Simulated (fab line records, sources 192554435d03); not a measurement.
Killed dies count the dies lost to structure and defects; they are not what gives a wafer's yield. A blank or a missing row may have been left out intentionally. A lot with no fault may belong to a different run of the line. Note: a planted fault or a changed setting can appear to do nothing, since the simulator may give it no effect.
Matching of chambers -- flow n5 finfet -- 3 sister chambers for N5_HKMG_FIN_STRIP_89 on rie diel-06
The step strips SOC in N2/H2, time 20 s. 3 wafers are shown with their chamber, then 3 later ones without.

## WAFERS WITH THEIR CHAMBER
wafer,chamber,showerhead plenum p Torr (Torr)
L079.1,3,3.29
L087.1,2,3.26
L087.3,0,3.48

## WAFERS WITHOUT THEIR CHAMBER
wafer,showerhead plenum p Torr (Torr)
L089.3,3.26
L096.1,3.27
L096.6,3.25

## THE CHAMBER EACH PASSED THROUGH
wafer,from the rows above,in truth
L089.3,2,2
L096.1,can't be placed: 2 or 3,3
L096.6,2,2
Correct placement for 2 of the 3. Unplaceable from these rows: 1, with the true chamber sitting among the candidates in 1. Placed wrongly: 0.
How it was worked out, from the rows above alone: a wafer's distance from a chamber is the root of the sum, over the readings, of the square of ((its reading less the chamber's mean) divided by the reading's scatter). The wafer belongs to the nearest chamber; if the next one is less than 2 further off, it can't be placed. Each chamber's mean is taken over the wafers shown for it. The scatter (one wafer shown for each chamber): square how far every hidden wafer sits from the nearest shown wafer, average those squares and take the square root.
